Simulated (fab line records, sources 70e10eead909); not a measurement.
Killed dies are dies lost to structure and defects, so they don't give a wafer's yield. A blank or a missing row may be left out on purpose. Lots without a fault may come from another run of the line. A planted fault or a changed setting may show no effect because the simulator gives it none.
fab line records | flow nand_harc
record lots=5 wafers=15 last_day=24
route steps=1159 shown THIN_TSV@1121 END@1158
lots that met no fault: from a run of the same line without faults
start_h: hours from the record's first day to the start of the lot's first wafer shown | wait_h: hours since the lot's step before | " the same as in the row above | L1.1+2: a row that stands for several wafers | - no value, or no start given | * or withheld: withheld | < > ~ a bound
route shown NAME@n: a module of which the file shows steps, and the number in the route of the first | usual: mean/standard deviation of fault-free wafers | same: alike in all rows | chamber/n: place in a boat | sites: the reading at each site | _std_site: their standard deviation | _edge_site: outer sites' mean less inner sites' | radius_mm: how far each site lies from the wafer's centre | mask NAME#n: copy n | behind: the tool/chamber that last shaped the wafer | hold: why the lot was held/for how many hours/how that ended | device: the transistor (n, p or np) that didn't switch | end of line: the same wafers' tests at the end of the route | a step without rows: its recipe alone | killed: dies lost to structure and defects at the first sort, not the wafer's yield | map: a wafer's dies, x killed, . not, _ none there
set.NAME: the setting as run; set.NAME@STEP: as run at that earlier step | model.NAME: the simulator's own value behind a step, which no gauge read
lots at some steps of the route; a table a step, a row a wafer
services: from which hour (start_h, from the record's first day; less than 0 if before it) a tool's chamber was out of use, for how many hours, and why
## steps
# step NHARC_THIN_TSV_CD_MEAS_16
# usual cd_nm=1000.3/1.6
# columns lot.wafer tool chamber start_h wait_h cd_nm
L075.1 cd_sem-03 - 440.28 0.1 998.3
L075.2 " - " " 1000.1
L075.3 " - " " 999.6
L076.2 cd_sem-03 - 458.57 0.1 1000.6
L076.4 " - " " 998.5
L076.5 " - " " 1001.7
L086.3 cd_sem-02 - 503.27 0.1 998.7
L086.5 " - " " 998.6
L086.6 " - " " 1000.1
L097.2 cd_sem-03 - 544.68 0.1 997.5
L097.3 " - " " 1001.8
L097.5 " - " " 1001.9
L094.1 cd_sem-02 - 553.00 0.1 999.3
L094.2 " - " " 1000.8
L094.4 " - " " 1000.8
# step NHARC_THIN_TSV_STRIP_45
# recipe power_w=1500 temp_c=250 chemistry=O2
# usual drypump_motor_current_A=5.3/0.37 heater_power_w=363/33
# columns lot.wafer tool chamber start_h wait_h drypump_motor_current_A heater_power_w rf_hours_counter_h
L075.2 plasma_asher-01 0 440.37 0.1 5.1 356 55
L075.1 " 1 " " 5.9 338 55
L075.3 " 1 " " 5.9 345 -
L076.2 plasma_asher-02 1 458.64 0.1 5.0 425 28
L076.4 " 1 " " 5.0 425 -
L076.5 " 1 " " 5.0 420 -
L086.3 plasma_asher-02 0 503.48 0.2 5.3 350 -
L086.6 " 1 " " 5.0 405 -
L086.5 " 0 " " 5.3 357 -
L097.2 plasma_asher-01 1 545.61 0.9 5.9 323 35
L097.3 " 0 " " 5.1 353 -
L097.5 " 0 " " 5.1 359 -
L094.2 plasma_asher-01 0 553.08 0.1 5.1 357 37
L094.1 " 1 " " 6.0 330 37
L094.4 " 0 " " 5.1 356 -
# step NHARC_THIN_TSV_STRIP_46
# recipe time_s=1200 temp_c=72.5 chemistry=post_etch_residue_remover
# usual bath_heat_duty_pct=14.3/1.6
# columns lot.wafer tool chamber start_h wait_h bath_heat_duty_pct
L075.2 wet_bench-10 7 440.72 0.3 13.2
L075.3 " 2 " " 12.5
L075.1 " 3 " " 14.5
L076.5 wet_bench-08 7 458.99 0.1 12.1
L076.2 " 1 " " 13.1
L076.4 " 2 " " 15.4
L086.5 wet_bench-10 4 503.70 0.1 14.6
L086.3 " 6 " " 11.5
L086.6 " 7 " " 14.0
L097.2 wet_bench-08 3 545.98 0.3 13.5
L097.3 " 5 " " 12.3
L097.5 " 6 " " 14.1
L094.1 wet_bench-08 7 553.42 0.3 12.9
L094.2 " 0 " " 14.2
L094.4 " 4 " " 13.5
# step NHARC_THIN_TSV_DEP_47
# recipe target_thk_a=2000 temp_c=withheld pressure_torr=6.5 rf_w=900 teos_flow_sccm=161.4 flow_sccm=2650 target_thk_nm=200 gas=O2 material=SiO2
# usual throttle_valve_pct=15.9/0.57
# columns lot.wafer tool chamber start_h wait_h since_wet_clean_h throttle_valve_pct
L075.2 pecvd-04 0 441.16 - 52 16.1
L075.3 " 1 " " 52 16.0
L075.1 " 2 " " 52 15.0
L076.2 pecvd-02 1 459.49 - 112 15.7
L076.4 " 0 " " - 16.3
L076.5 " 1 " " - 15.8
L086.3 pecvd-01 1 504.20 - 73 15.4
L086.5 " 1 " " - 15.3
L086.6 " 2 " " - 16.2
L097.2 pecvd-02 1 546.41 - 18 15.5
L097.3 " 0 " " 18 16.4
L097.5 " 2 " " - 16.2
L094.1 pecvd-04 0 553.87 - 165 16.7
L094.2 " 1 " " 165 16.2
L094.4 " 1 " " - 16.0
# step NHARC_THIN_TSV_ETCHBACK_48
# recipe target_depth_a=10285 over_etch_frac=0.3 time_s=405.17 ion_energy_ev=250 c4f8_flow_sccm=withheld ar_flow_sccm=withheld rf_w=600 bias_w=300 chemistry=C4F8/Ar
# usual oes_product_au=0.95/0.034 rf_vpp_V=547.1/2.7
# columns lot.wafer tool chamber start_h wait_h oes_product_au rf_hours_counter_h rf_vpp_V
L075.2 rie_diel-11 2 441.56 - 0.93 8 543.1
L075.3 " 0 " " 0.94 8 548.4
L075.1 " 1 " " 0.94 9 549.8
L076.2 rie_diel-05 0 459.85 - 0.92 6 544.7
L076.4 " 2 " " 0.92 6 550.8
L076.5 " 0 " " 0.92 - 542.4
L086.3 rie_diel-05 0 504.66 - 0.92 10 542.7
L086.6 " 1 " " 0.92 - 544.4
L086.5 " 2 " " 0.90 - 549.5
L097.2 rie_diel-10 0 546.88 - 0.99 0 547.7
L097.3 " 1 " " 1.00 0 546.4
L097.5 " 3 " " 1.01 - 550.3
L094.1 rie_diel-10 2 554.28 - 1.00 1 550.6
L094.4 " 3 " " 1.00 1 550.2
L094.2 " 0 " " 1.01 1 547.4
# step NHARC_THIN_TSV_STRIP_62
# recipe power_w=1500 temp_c=250 time_s=20 chemistry=N2/H2
# usual drypump_motor_current_A=5.3/0.36 heater_power_w=365/34
# columns lot.wafer tool chamber start_h wait_h drypump_motor_current_A heater_power_w rf_hours_counter_h
L075.2 plasma_asher-02 1 441.92 - 5.0 417 23
L075.1 " 0 " " 5.3 351 23
L075.3 " 0 " " 5.3 345 -
L076.2 plasma_asher-02 0 460.79 - 5.3 349 30
L076.4 " 0 " " 5.3 359 -
L076.5 " 0 " " 5.3 355 -
L086.3 plasma_asher-02 1 505.29 - 5.0 418 -
L086.6 " 1 " " 5.0 424 -
L086.5 " 0 " " 5.3 362 -
L097.2 plasma_asher-01 0 547.17 - 5.1 357 35
L097.3 " 0 " " 5.1 357 -
L097.5 " 0 " " 5.1 359 -
L094.1 plasma_asher-02 0 554.68 - 5.3 361 2
L094.2 " 1 " " 5.0 398 2
L094.4 " 1 " " 5.0 403 -
# step NHARC_THIN_TSV_DEGAS_49
# recipe temp_c=300 time_s=120
# usual heater_power_w=469/52
# columns lot.wafer tool chamber start_h wait_h heater_power_w
L075.3 pvd_sputter-01 - 442.14 0.1 532
L075.2 " - " " 414
L075.1 " - " " 511
L076.2 pvd_sputter-01 - 460.94 0.1 522
L076.4 " - " " 416
L076.5 " - " " 445
L086.3 pvd_sputter-03 - 505.45 0.1 409
L086.5 " - " " 460
L086.6 " - " " 406
L097.3 pvd_sputter-02 - 547.35 0.1 501
L097.2 " - " " 463
L097.5 " - " " 495
L094.2 pvd_sputter-02 - 554.86 0.1 396
L094.4 " - " " 509
L094.1 " - " " 462
# step NHARC_THIN_TSV_PRE_CLEAN_50
# recipe time_s=30 temp_c=280 gas=H2/He
# usual heater_power_w=413/45
# columns lot.wafer tool chamber start_h wait_h heater_power_w
L075.3 pvd_sputter-01 - - - 361
L075.2 " - " " 479
L075.1 " - " " 389
L076.4 pvd_sputter-01 - - - 369
L076.2 " - " " 448
L076.5 " - " " 398
L086.3 pvd_sputter-03 - - - 511
L086.5 " - " " 360
L086.6 " - " " 417
L097.3 pvd_sputter-02 - - - 358
L097.2 " - " " 409
L097.5 " - " " 444
L094.2 pvd_sputter-02 - - - 441
L094.4 " - " " 407
L094.1 " - " " 424
# step NHARC_THIN_TSV_PVD_19
# recipe target_thk_a=200 chamber_pressure_pa=5 material=TaN
# usual throttle_valve_pct=30.1/1.2
# columns lot.wafer tool chamber start_h wait_h throttle_valve_pct
L075.1 pvd_sputter-01 - - - 30.6
L075.2 " - " " 30.7
L075.3 " - " " 27.9
L076.4 pvd_sputter-01 - - - 30.6
L076.2 " - " " 30.2
L076.5 " - " " 30.7
L086.3 pvd_sputter-03 - - - 30.8
L086.6 " - " " 31.1
L086.5 " - " " 31.0
L097.2 pvd_sputter-02 - - - 28.0
L097.3 " - " " 31.1
L097.5 " - " " 28.7
L094.1 pvd_sputter-02 - - - 30.6
L094.4 " - " " 28.1
L094.2 " - " " 30.9
# step NHARC_THIN_TSV_PVD_51
# recipe target_thk_a=1000 chamber_pressure_pa=5 material=Cu
# usual throttle_valve_pct=30.1/1.1
# columns lot.wafer tool chamber start_h wait_h throttle_valve_pct
L075.2 pvd_sputter-01 - - - 27.9
L075.1 " - " " 30.9
L075.3 " - " " 30.6
L076.4 pvd_sputter-01 - - - 30.5
L076.2 " - " " 30.4
L076.5 " - " " 27.8
L086.3 pvd_sputter-03 - - - 30.5
L086.6 " - " " 30.0
L086.5 " - " " 31.4
L097.2 pvd_sputter-02 - - - 30.3
L097.3 " - " " 27.9
L097.5 " - " " 28.9
L094.2 pvd_sputter-02 - - - 30.6
L094.4 " - " " 28.7
L094.1 " - " " 31.3
# step NHARC_THIN_TSV_ECD_20
# recipe target_thk_a=20000 material=Cu
# columns lot.wafer tool chamber start_h wait_h
L075.1+2+3 ecd_cu-01 1,0,0 446.15 -
L076.2+4+5 ecd_cu-02 0,0,1 461.40 -
L086.3+6+5 ecd_cu-02 1,1,0 506.08 -
L097.2+3+5 ecd_cu-01 1,0,1 547.92 -
L094.1+2+4 ecd_cu-01 1,0,1 555.31 -
# step NHARC_THIN_TSV_ANNEAL_52
# recipe temp_c=225 time_s=90
# usual wafer_temp_C_max=226.1/0.4
# columns lot.wafer tool chamber start_h wait_h wafer_temp_C_max
L075.1 rtp_anneal-02 0 446.87 0.6 226.7
L075.2 " 0 " " 226.5
L075.3 " 0 " " 226.7
L076.2 rtp_anneal-01 0 462.18 0.7 226.1
L076.4 " 0 " " 225.6
L076.5 " 0 " " 225.9
L086.3 rtp_anneal-01 0 506.71 0.5 225.6
L086.5 " 0 " " 226.0
L086.6 " 0 " " 226.1
L097.2 rtp_anneal-01 0 548.64 0.6 225.9
L097.3 " 0 " " 226.1
L097.5 " 0 " " 226.1
L094.1 rtp_anneal-02 0 556.07 0.7 226.4
L094.2 " 0 " " 226.3
L094.4 " 0 " " 226.4
# step NHARC_THIN_TSV_CMP_21
# recipe t_overpolish_s=30 target_thk_nm=2000
# usual motor_current_A=11.8/1.1 overpolish_run_s=29.999/0.008 retaining_ring_pressure_frac=1.000/0.0049
# columns lot.wafer tool chamber start_h wait_h motor_current_A overpolish_run_s retaining_ring_pressure_frac
L075.2 cmp-01 2 447.22 - 10.0 30.002 0.996
L075.1 " 0 " " 12.1 29.988 1.002
L075.3 " 1 " " 10.8 30.008 1.002
L076.4 cmp-03 2 462.50 - 10.5 29.993 1.000
L076.2 " 0 " " 13.2 30.001 0.998
L076.5 " 1 " " 13.4 30.003 1.002
L086.3 cmp-03 1 506.96 - 13.7 30.006 0.994
L086.6 " 1 " " 13.4 29.985 0.993
L086.5 " 2 " " 10.7 29.993 1.000
L097.2 cmp-02 2 548.93 - 12.5 30.007 1.001
L097.3 " 0 " " 11.6 30.005 1.007
L097.5 " 2 " " 11.1 30.001 0.997
L094.4 cmp-03 1 556.42 - 13.7 30.001 0.997
L094.2 " 2 " " 11.2 30.000 1.001
L094.1 " 3 " " 13.0 30.000 1.001
# step NHARC_THIN_TSV_SRD_23
# columns lot.wafer tool chamber start_h wait_h
L075.2+3+1 wet_bench-10 2,3,7 447.59 0.0
L076.4+5+2 wet_bench-10 6,0,2 462.85 0.0
L086.3+5+6 wet_bench-10 7,1,2 507.32 0.0
L097.5+2+3 wet_bench-10 6,7,2 549.29 0.0
L094.2+1+4 wet_bench-08 7,0,3 556.78 0.0
# step NHARC_THIN_TSV_DEGAS_53
# recipe temp_c=300 time_s=60
# usual heater_power_w=472/51
# columns lot.wafer tool chamber start_h wait_h heater_power_w
L075.1 pvd_sputter-01 - 447.68 0.1 513
L075.3 " - " " 523
L075.2 " - " " 416
L076.2 pvd_sputter-02 - 462.95 0.1 405
L076.4 " - " " 473
L076.5 " - " " 500
L086.3 pvd_sputter-01 - 507.43 0.1 533
L086.6 " - " " 406
L086.5 " - " " 520
L097.3 pvd_sputter-01 - 549.38 0.1 505
L097.2 " - " " 535
L097.5 " - " " 532
L094.2 pvd_sputter-01 - 556.87 0.1 533
L094.4 " - " " 425
L094.1 " - " " 497
# step NHARC_THIN_TSV_PRE_CLEAN_54
# recipe time_s=30 temp_c=280 gas=H2/He
# usual heater_power_w=413/46
# columns lot.wafer tool chamber start_h wait_h heater_power_w
L075.3 pvd_sputter-01 - 447.77 0.1 480
L075.2 " - " " 388
L075.1 " - " " 366
L076.4 pvd_sputter-02 - 463.03 0.0 359
L076.2 " - " " 438
L076.5 " - " " 360
L086.3 pvd_sputter-01 - 507.49 0.0 458
L086.5 " - " " 461
L086.6 " - " " 460
L097.2 pvd_sputter-01 - 549.46 0.1 377
L097.3 " - " " 448
L097.5 " - " " 449
L094.4 pvd_sputter-01 - 556.96 0.1 466
L094.1 " - " " 373
L094.2 " - " " 373
# step NHARC_THIN_TSV_PVD_55
# recipe target_thk_a=500 material=TiN
# columns lot.wafer tool chamber start_h wait_h
L075.1+2+3 pvd_sputter-01 - 447.83 0.0
L076.4+2+5 pvd_sputter-02 - 463.10 0.1
L086.3+6+5 pvd_sputter-01 - 507.61 0.1
L097.2+3+5 pvd_sputter-01 - 549.58 0.1
L094.1+4+2 pvd_sputter-01 - 557.02 0.0
# step NHARC_THIN_TSV_PVD_24
# recipe target_thk_a=8000 power_w=withheld chamber_pressure_pa=withheld substrate_temp_c=withheld time_s=withheld gas=Ar material=Al
# columns lot.wafer tool chamber start_h wait_h
L075.1+2+3 pvd_sputter-01 - 447.98 0.1
L076.2+4+5 pvd_sputter-02 - 463.25 0.1
L086.3+6+5 pvd_sputter-01 - 507.83 0.2
L097.3+2+5 pvd_sputter-01 - 549.68 0.1
L094.1+2+4 pvd_sputter-01 - 557.17 0.1
# step NHARC_THIN_TSV_DEHYDRATE_25
# recipe temp_c=150 time_s=120
# columns lot.wafer tool chamber start_h wait_h
L075.1+2+3 litho_track-07 0 448.40 -
L076.2+4+5 litho_track-07 0 463.67 -
L086.3+5+6 litho_track-05 0 508.14 -
L097.2+3+5 litho_track-05 0 550.10 -
L094.1+2+4 litho_track-03 0 557.59 -
# step NHARC_THIN_TSV_HMDS_26
# recipe time_s=30
# columns lot.wafer tool chamber start_h wait_h
L075.1+2+3 litho_track-07 0 - -
L076.2+4+5 litho_track-07 0 - -
L086.3+5+6 litho_track-05 0 - -
L097.2+3+5 litho_track-05 0 - -
L094.1+2+4 litho_track-03 0 - -
# step NHARC_THIN_TSV_COAT_27
# recipe spin_rpm=*
# columns lot.wafer tool chamber start_h wait_h
L075.1+2+3 litho_track-07 0 - -
L076.2+4+5 litho_track-07 0 - -
L086.3+5+6 litho_track-05 0 - -
L097.2+3+5 litho_track-05 0 - -
L094.1+2+4 litho_track-03 0 - -
# step NHARC_THIN_TSV_SOFTBAKE_28
# recipe temp_c=122 time_s=95
# columns lot.wafer tool chamber start_h wait_h
L075.1+2+3 litho_track-07 0 - -
L076.2+4+5 litho_track-07 0 - -
L086.3+5+6 litho_track-05 0 - -
L097.2+3+5 litho_track-05 0 - -
L094.1+2+4 litho_track-03 0 - -
# step NHARC_THIN_TSV_EBR_29
# columns lot.wafer tool chamber start_h wait_h
L075.1+2+3 litho_track-07 0 - -
L076.2+4+5 litho_track-07 0 - -
L086.3+5+6 litho_track-05 0 - -
L097.2+3+5 litho_track-05 0 - -
L094.1+2+4 litho_track-03 0 - -
# step NHARC_THIN_TSV_EXPOSE_30
# recipe na=0.55 dose_mj=11.47 mask_id=PAD
# columns lot.wafer tool chamber start_h wait_h mask
L075.1+2+3 krf_scanner-03 0 448.67 - PAD#0
L076.2+4+5 krf_scanner-03 0 463.82 - PAD#0
L086.3+5+6 krf_scanner-03 0 508.30 - PAD#0
L097.2+3+5 krf_scanner-04 0 550.37 - PAD#0
L094.1+2+4 krf_scanner-04 0 557.86 - PAD#0
# step NHARC_THIN_TSV_PEB_31
# recipe peb_temp_c=118 peb_time_s=85
# columns lot.wafer tool chamber start_h wait_h
L075.1+2+3 litho_track-03 0 448.74 0.1
L076.2+4+5 litho_track-07 0 463.88 0.1
L086.3+5+6 litho_track-05 0 508.35 0.1
L097.2+3+5 litho_track-05 0 550.43 0.1
L094.1+2+4 litho_track-07 0 557.93 0.1
# step NHARC_THIN_TSV_DEVELOP_32
# recipe time_s=70
# columns lot.wafer tool chamber start_h wait_h
L075.1+2+3 litho_track-03 0 - -
L076.2+4+5 litho_track-07 0 - -
L086.3+5+6 litho_track-05 0 - -
L097.2+3+5 litho_track-05 0 - -
L094.1+2+4 litho_track-07 0 - -
# step NHARC_THIN_TSV_CD_MEAS_33
# recipe target_cd_nm=5000 landing_energy_ev=500
# usual cd_nm=4999.7/1.3
# same landing_energy_ev=500
# columns lot.wafer tool chamber start_h wait_h cd_nm
L075.1 cd_sem-01 0 448.83 - 5001.6
L075.2 " 0 " " 5000.5
L075.3 " 0 " " 5000.3
L076.2 cd_sem-03 0 463.98 - 4998.4
L076.4 " 0 " " 5000.1
L076.5 " 0 " " 5000.0
L086.3 cd_sem-02 0 508.45 - 5001.4
L086.5 " 0 " " 5000.5
L086.6 " 0 " " 5001.5
L097.2 cd_sem-03 0 550.52 - 5001.6
L097.3 " 0 " " 5000.8
L097.5 " 0 " " 4999.8
L094.1 cd_sem-01 0 558.02 - 5000.2
L094.2 " 0 " " 5000.9
L094.4 " 0 " " 5001.2
# step NHARC_THIN_TSV_HARDBAKE_34
# recipe temp_c=125 time_s=80
# columns lot.wafer tool chamber start_h wait_h
L075.1+2+3 litho_track-05 0 448.91 -
L076.2+4+5 litho_track-03 0 464.07 -
L086.3+5+6 litho_track-05 0 508.53 -
L097.2+3+5 litho_track-03 0 550.60 -
L094.1+2+4 litho_track-05 0 558.10 -
# step NHARC_THIN_TSV_DESCUM_35
# recipe time_s=3 o2_flow_sccm=200 ar_flow_sccm=0 bias_power_w=0 chemistry=O2
# usual drypump_motor_current_A=5.7/0.57 o2_flow_sccm=200.0/0.6 oes_product_au=1.001/0.0078 rf_vpp_V=57.7/0.95 showerhead_plenum_p_Torr=1.92/0.073 throttle_valve_pct=11.312/0.0088
# columns lot.wafer tool chamber start_h wait_h drypump_motor_current_A o2_flow_sccm oes_product_au rf_hours_counter_h rf_vpp_V showerhead_plenum_p_Torr throttle_valve_pct
L075.3 rie_diel-10 1 448.99 - 5.7 199.3 0.993 4 58.3 1.93 11.306
L075.2 " 2 " " 5.2 200.8 1.005 6 58.3 1.98 11.318
L075.1 " 0 " " 5.3 199.8 0.996 7 57.6 1.92 11.304
L076.4 rie_diel-11 1 464.15 - 5.9 200.6 1.019 11 56.3 2.00 11.298
L076.2 " 0 " " 6.6 199.9 1.015 10 58.2 1.94 11.310
L076.5 " 2 " " 5.2 200.5 1.003 - 58.0 1.84 11.315
L086.3 rie_diel-11 1 508.61 - 5.9 200.0 1.007 15 59.3 2.00 11.315
L086.6 " 0 " " 6.6 199.7 1.015 - 56.6 1.94 11.304
L086.5 " 1 " " 5.9 199.8 1.006 - 57.1 2.00 11.311
L097.2 rie_diel-05 1 550.69 - 5.1 200.3 1.004 1 58.5 1.79 11.322
L097.3 " 3 " " 6.1 198.6 1.000 1 57.6 1.92 11.326
L097.5 " 1 " " 5.1 199.6 0.991 - 56.0 1.80 11.322
L094.1 rie_diel-05 3 558.18 - 6.1 200.0 1.003 2 58.3 1.92 11.306
L094.2 " 1 " " 5.1 198.9 1.006 2 58.7 1.79 11.321
L094.4 " 2 " " 6.6 200.5 1.008 2 57.7 2.00 11.298
# step NHARC_THIN_TSV_ETCH_59
# recipe target_depth_a=8800 icp_w=900 bias_w=100 Cl2_flow_sccm=60 bcl3_flow_sccm=30 time_s=138.1 chemistry=Cl2/BCl3
# usual drypump_motor_current_A=6.2/0.34 oes_product_au=0.998/0.0077 throttle_valve_pct=22.264/0.0084
# columns lot.wafer tool chamber start_h wait_h drypump_motor_current_A oes_product_au rf_hours_counter_h throttle_valve_pct
L075.2 rie_metal-02 0 449.12 0.1 6.7 1.006 1.9 22.274
L075.1 " 1 " " 6.5 1.000 1.9 22.246
L075.3 " 1 " " 6.4 0.994 - 22.268
L076.2 rie_metal-02 0 464.32 0.1 6.7 1.017 2.2 22.270
L076.4 " 1 " " 6.4 1.000 - 22.261
L076.5 " 1 " " 6.4 0.997 - 22.273
L086.3 rie_metal-03 0 508.83 0.2 6.0 0.995 - 22.275
L086.5 " 1 " " 6.1 0.987 - 22.254
L086.6 " 0 " " 6.0 0.997 - 22.266
L097.2 rie_metal-01 1 550.81 0.1 6.0 0.990 0.7 22.254
L097.3 " 0 " " 5.7 0.989 - 22.267
L097.5 " 1 " " 6.0 0.992 - 22.261
L094.2 rie_metal-03 1 558.31 0.1 6.1 0.991 3.0 22.254
L094.1 " 0 " " 6.0 1.010 3.0 22.269
L094.4 " 1 " " 6.1 0.990 - 22.263
# step NHARC_THIN_TSV_ETCH_36
# recipe target_depth_a=650 over_etch_frac=0.3 time_s=18.571 ion_energy_ev=150 chemistry=Cl2/BCl3
# usual drypump_motor_current_A=6.2/0.34 oes_product_au=0.995/0.0081
# columns lot.wafer tool chamber start_h wait_h drypump_motor_current_A oes_product_au rf_hours_counter_h
L075.1 rie_metal-02 1 449.38 0.2 6.4 1.008 2.0
L075.2 " 0 " " 6.7 1.002 2.0
L075.3 " 0 " " 6.7 1.001 -
L076.2 rie_metal-02 1 464.54 0.2 6.4 1.006 2.3
L076.4 " 0 " " 6.7 1.015 -
L076.5 " 0 " " 6.7 1.004 -
L086.3 rie_metal-03 0 509.00 0.1 6.0 0.987 -
L086.6 " 1 " " 6.1 0.985 -
L086.5 " 0 " " 6.0 0.995 -
L097.2 rie_metal-01 1 551.07 0.2 6.0 1.003 0.8
L097.3 " 0 " " 5.7 0.985 -
L097.5 " 0 " " 5.7 0.995 -
L094.2 rie_metal-03 0 558.56 0.2 6.0 0.996 3.2
L094.1 " 1 " " 6.1 0.993 3.2
L094.4 " 1 " " 6.1 0.993 -
# step NHARC_THIN_TSV_STRIP_56
# recipe power_w=1500 temp_c=250 chemistry=O2
# usual drypump_motor_current_A=5.3/0.37 heater_power_w=363/33
# columns lot.wafer tool chamber start_h wait_h drypump_motor_current_A heater_power_w rf_hours_counter_h
L075.2 plasma_asher-01 0 449.48 0.1 5.1 356 56
L075.1 " 1 " " 5.9 344 56
L075.3 " 1 " " 5.9 343 -
L076.2 plasma_asher-02 0 464.65 0.1 5.3 350 32
L076.4 " 0 " " 5.3 362 -
L076.5 " 1 " " 5.0 416 -
L086.3 plasma_asher-01 1 509.18 0.2 5.9 321 -
L086.5 " 1 " " 5.9 321 -
L086.6 " 0 " " 5.1 353 -
L097.2 plasma_asher-02 1 551.22 0.1 5.0 414 1
L097.3 " 1 " " 5.0 406 -
L097.5 " 1 " " 5.0 409 -
L094.1 plasma_asher-02 0 558.66 0.1 5.3 371 3
L094.2 " 1 " " 5.0 405 3
L094.4 " 1 " " 5.0 409 -
# step NHARC_THIN_TSV_STRIP_57
# recipe time_s=1200 temp_c=72.5 chemistry=post_etch_residue_remover
# usual bath_heat_duty_pct=14.2/1.6
# columns lot.wafer tool chamber start_h wait_h bath_heat_duty_pct
L075.3 wet_bench-10 4 449.84 0.2 15.5
L075.1 " 6 " " 12.2
L075.2 " 0 " " 13.3
L076.5 wet_bench-08 6 465.01 0.1 15.0
L076.2 " 1 " " 12.4
L076.4 " 2 " " 15.3
L086.6 wet_bench-10 4 509.44 0.1 15.2
L086.5 " 5 " " 16.4
L086.3 " 0 " " 13.8
L097.5 wet_bench-08 0 551.54 0.1 13.7
L097.3 " 2 " " 14.0
L097.2 " 3 " " 13.6
L094.4 wet_bench-08 2 559.03 0.2 15.8
L094.1 " 3 " " 13.1
L094.2 " 4 " " 12.9
# step NHARC_THIN_TSV_CD_MEAS_37
# usual cd_nm=5000.1/2.2
# columns lot.wafer tool chamber start_h wait_h cd_nm
L075.1 cd_sem-02 - 450.28 - 4999.7
L075.2 " - " " 5000.3
L075.3 " - " " 5000.0
L076.2 cd_sem-02 - 465.44 - 4999.5
L076.4 " - " " 4999.1
L076.5 " - " " 5002.2
L086.3 cd_sem-03 - 509.89 - 4999.9
L086.5 " - " " 4998.1
L086.6 " - " " 5002.6
L097.2 cd_sem-02 - 551.98 - 4998.1
L097.3 " - " " 5002.1
L097.5 " - " " 5001.0
L094.1 cd_sem-03 - 559.46 - 4998.5
L094.2 " - " " 5001.4
L094.4 " - " " 5002.0
# step NHARC_THIN_TSV_ANNEAL_58
# recipe temp_c=400 time_s=1800
# usual zone_power_lower_pct=4.6/0.7 zone_power_top_pct=11.2/0.67
# columns lot.wafer tool chamber start_h wait_h zone_power_lower_pct zone_power_top_pct
L075.1 furnace-06 0 453.05 2.8 5.0 11.4
L075.2 " 0 " " 4.9 11.3
L075.3 " 0 " " 4.9 11.4
L076.2 furnace-01 0 466.87 1.4 3.4 10.2
L076.4 " 0 " " 3.4 10.0
L076.5 " 0 " " 3.4 10.0
L086.3 furnace-07 0 512.88 3.0 5.1 11.9
L086.5 " 0 " " 5.1 12.0
L086.6 " 0 " " 5.1 11.9
L097.2 furnace-07 0 554.98 3.0 5.1 12.0
L097.3 " 0 " " 5.1 12.0
L097.5 " 0 " " 5.0 12.1
L094.1 furnace-01 0 561.28 1.8 3.4 9.9
L094.2 " 0 " " 3.3 10.0
L094.4 " 0 " " 3.4 10.0
# step NHARC_THIN_TSV_INSPECT_40
# usual raw_defect_count=476/84
# columns lot.wafer tool chamber start_h wait_h raw_defect_count
L075.1 defect_inspect-01 - 454.50 0.4 446
L075.2 " - " " 435
L075.3 " - " " 427
L076.2 defect_inspect-02 - 468.32 0.4 471
L076.4 " - " " 415
L076.5 " - " " 415
L086.3 defect_inspect-01 - 514.34 0.4 408
L086.5 " - " " 559
L086.6 " - " " 471
L097.2 defect_inspect-02 - 556.43 0.4 380
L097.3 " - " " 383
L097.5 " - " " 371
L094.1 defect_inspect-02 - 562.74 0.4 496
L094.2 " - " " 694
L094.4 " - " " 479
# step NHARC_END_WLT_00
# usual VT_DECK1_BOTTOM=0.871/0.0074 VT_DECK1_BOTTOM_INNER=0.870/0.0075 VT_DECK1_MEDIAN_NEAR_BOTTOM=0.872/0.0074 VT_DECK1_MEDIAN_NEAR_BOTTOM_INNER=0.872/0.0075 VT_DECK1_MIDDLE=0.884/0.0064 VT_DECK1_MIDDLE_INNER=0.883/0.0068 VT_DECK1_TOP=0.894/0.0065 VT_DECK1_TOP_INNER=0.894/0.0071
# columns lot.wafer tool chamber start_h wait_h VT_DECK1_BOTTOM VT_DECK1_BOTTOM_INNER VT_DECK1_MEDIAN_NEAR_BOTTOM VT_DECK1_MEDIAN_NEAR_BOTTOM_INNER VT_DECK1_MIDDLE VT_DECK1_MIDDLE_INNER VT_DECK1_TOP VT_DECK1_TOP_INNER
L075.1 prober-02 - 456.50 2.0 0.878 0.882 0.886 0.885 0.899 0.892 0.903 0.910
L075.2 " - " " 0.889 0.889 0.886 0.882 0.901 0.903 0.907 0.907
L075.3 " - " " 0.888 0.881 0.886 0.884 0.894 0.893 0.912 0.910
L076.2 prober-02 - 468.89 0.6 0.869 0.875 0.881 0.876 0.877 0.882 0.896 0.892
L076.4 " - 469.90 1.6 0.865 0.867 0.870 0.874 0.892 0.889 0.903 0.903
L076.5 " - " " 0.884 0.871 0.868 0.875 0.883 0.882 0.896 0.901
L086.3 prober-02 - 515.42 1.1 0.869 0.868 0.879 0.875 0.887 0.876 0.896 0.886
L086.5 " - 516.44 2.1 0.869 0.864 0.859 0.865 0.884 0.881 0.895 0.896
L086.6 " - " " 0.867 0.868 0.863 0.862 0.879 0.873 0.884 0.891
L097.2 prober-02 - 556.98 0.6 0.875 0.866 0.868 0.875 0.881 0.882 0.890 0.888
L097.3 " - " " 0.881 0.873 0.868 0.869 0.882 0.882 0.895 0.902
L097.5 " - " " 0.869 0.876 0.872 0.871 0.881 0.883 0.890 0.891
L094.1 prober-01 - 562.79 0.0 0.874 0.875 0.884 0.876 0.887 0.879 0.895 0.890
L094.2 " - " " 0.868 0.868 0.872 0.867 0.885 0.889 0.901 0.894
L094.4 " - 564.29 1.5 0.875 0.866 0.874 0.868 0.879 0.877 0.888 0.896
## services
# columns tool chamber start_h hours kind
rie_diel-10 1 418.73 20.9 repair
rie_diel-11 1 422.22 2.5 repair
wet_bench-10 - 423.24 8.0 pm
rie_diel-10 3 430.92 3.0 repair
plasma_asher-02 - 431.85 0.8 repair
pvd_sputter-01 - 435.69 2.1 repair
plasma_asher-01 - 442.11 7.0 repair
plasma_asher-01 - 453.00 9.0 pm
rie_metal-03 - 453.00 9.0 pm
rie_diel-05 3 455.23 4.1 repair
rie_metal-02 1 457.55 1.7 repair
pvd_sputter-03 - 458.00 10.0 pm
rie_metal-02 0 470.58 2.4 repair
pvd_sputter-03 - 471.96 0.8 repair
rie_metal-02 - 484.73 0.3 repair
pvd_sputter-01 - 498.02 3.1 repair
pvd_sputter-03 - 507.90 2.0 repair
rie_diel-05 - 517.79 9.0 pm
pvd_sputter-01 - 518.10 10.0 pm
pvd_sputter-03 - 522.58 3.6 repair
plasma_asher-02 - 537.25 9.0 pm
rie_diel-05 - 538.02 0.4 repair
litho_track-07 - 539.01 7.0 pm
rie_metal-02 - 553.22 0.7 repair
## key
fault none
